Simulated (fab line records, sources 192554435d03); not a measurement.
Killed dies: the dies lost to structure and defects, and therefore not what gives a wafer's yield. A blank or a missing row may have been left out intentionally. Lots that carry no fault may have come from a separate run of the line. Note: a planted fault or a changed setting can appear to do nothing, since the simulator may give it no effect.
Code-filled problem report in 8D (eight disciplines) form | flow n5 finfet | the parts of the form that need people (team, actions taken, sign-off) are left out
Where a reading is given only as a bound, like >300, the bound stands for it, and a mean or a difference that rests on one is marked > or <: the true number lies beyond.

== 1. WHAT WENT WRONG ==
Wafers with no fault read 12 with a standard deviation of 4.4, whereas raw defect count at N5_WELL_APT_INSPECT_38 reads a mean of 527 on 1 wafer of 1 lot. That is +99 or more standard deviations from the usual mean.
The step: inspects for defects (darkfield).
Seen first at day 2 16:39 on defect inspect-01, wafer L300.3. The record has a number at this step for 15 wafers belonging to 5 lots. Rule for "out" (also "out of limits"): further than 4 standard deviations from the usual mean. All remaining wafers that have a number are taken as sound.

== 2. WHAT IT IS, WHAT IT ISN'T ==
question                    | is                | is not
which readings at this step | raw defect count  | -
which lots                  | L300              | L304, L313, L314, L318
which wafers of those lots  | L300.3            | L300.1, L300.4
read on which gauges        | defect inspect-01 | defect inspect-02
when                        | from day 2 16:39  | up to then (2 sound wafers); but 12 sound wafers of L304, L313, L314, L318 came after

== 3. WHAT RULES OUT EACH SUSPECT ==
Counting: any tool at a process step up to the reading remains a suspect provided it ran every lot that is out. Sound lots after the first of them don't rule it out here, since some wafers of a struck lot are sound.
- the gauge at N5_WELL_APT_INSPECT_38: ruled out. All the wafers that are out were read on defect inspect-01, but those of them that N5_PMOS_HMC_CHANNEL_EPI_INSPECT_11 has rows for are out there too, on other tools.
- rie diel-02 at N5_WELL_APT_DESCUM_30 (chemistry O2, time 7.9 s): kept. It ran the lot that is out, L300 (day 2 15:00).
- wet bench-04 at N5_WELL_APT_STRIP_33 (strips in SPM, time 900 s): kept. It ran the lot that is out, L300 (day 2 15:29).
- rtp anneal-01 at N5_WELL_APT_RTA_34 (time 10 s): kept. It ran the lot that is out, L300 (day 2 15:46).
- epi rpcvd-04 at N5_WELL_APT_EPI_41 (deposits Si from SiH4/H2, target thk 50 nm, time 297.7 s): kept. It ran the lot that is out, L300 (day 2 16:01).
- Within rie diel-02 at N5_WELL_APT_DESCUM_30: the wafers that are out ran in chamber 1; their sound lot-mates ran in chambers 2, 3.
- Within wet bench-04 at N5_WELL_APT_STRIP_33: the wafers that are out ran in chamber 0; their sound lot-mates ran in chambers 1, 7.
Left after counting: rie diel-02 at N5_WELL_APT_DESCUM_30, wet bench-04 at N5_WELL_APT_STRIP_33, rtp anneal-01 at N5_WELL_APT_RTA_34, epi rpcvd-04 at N5_WELL_APT_EPI_41.

== 4. THE CAUSE (what the simulator had put in) ==
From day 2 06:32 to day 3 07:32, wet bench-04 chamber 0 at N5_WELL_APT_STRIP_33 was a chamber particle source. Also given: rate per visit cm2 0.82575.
Of the 4 suspects that counting leaves, this tool is one.

== 5. SEQUENCE OF EFFECTS, ordered by route ==
Rows list readings where the struck wafers' mean (over those with a number) sits beyond 3 standard deviations from the usual. Scope: only readings with a usual standard deviation given in the record; hours: median across lots of the time from each lot's start at the first step in this table that gives one to its start at this step; sigmas: change in usual standard deviations.
hours | step                               | reading              | usual  | on struck wafers | change | sigmas
0     | N5_WELL_APT_INSPECT_38             | raw defect count     | 12     | 527              | +515   | +99 or more
0     | N5_PMOS_HMC_CHANNEL_EPI_INSPECT_11 | raw defect count     | 2.2    | >300             | >+298  | +99 or more
246   | N5_PASSIVATION_PROBE_49            | defect limited yield | 91.1 % | 80.9             | -10.2  | -6.8
246   | N5_PASSIVATION_PROBE_49            | killed at front end  | 40     | 150              | +110   | +9.2
246   | N5_PASSIVATION_PROBE_49            | killed dies          | 106    | 225              | +119   | +7.0
246   | N5_PASSIVATION_PROBE_49            | sort_bin_5_function  | 5.3 %  | 11.4             | +6.1   | +6.4
246   | N5_PASSIVATION_PROBE_49            | sort_bin_6_memory    | 3.3 %  | 5.3              | +2.0   | +3.0
246   | N5_PASSIVATION_PROBE_49            | sort n pass          | 1074   | 955              | -119   | -7.0
246   | N5_PASSIVATION_PROBE_49            | sort yield pct       | 91.1 % | 80.9             | -10.2  | -6.8
It contains these process steps:
- N5_PASSIVATION_PROBE_49
Later measuring or inspecting steps at which every struck wafer that the step has a row for has a number for every such reading, and none has moved that far: N5_PMOS_HMC_CHANNEL_EPI_CD_MEAS_09, N5_PMOS_HMC_CHANNEL_EPI_OVL_MEAS_10, N5_BEOL_M4_RC_MEAS_101.

== 6. HOW IT WOULD HAVE BEEN CAUGHT EARLIER ==
Counted from the fault's start at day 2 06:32, it took 10 hours until the first out-of-limits reading at a measuring or inspecting step in this record, taken at day 2 16:39.
Of the tool readings at N5_WELL_APT_STRIP_33 for which the record gives a usual standard deviation, none was out on any struck wafer, so an alarm limit of 4 standard deviations on them would not have fired.
By day 2 16:39, every lot that is out (1) had started N5_WELL_APT_STRIP_33 on wet bench-04. A hold on the tool at that time would have spared none of them.
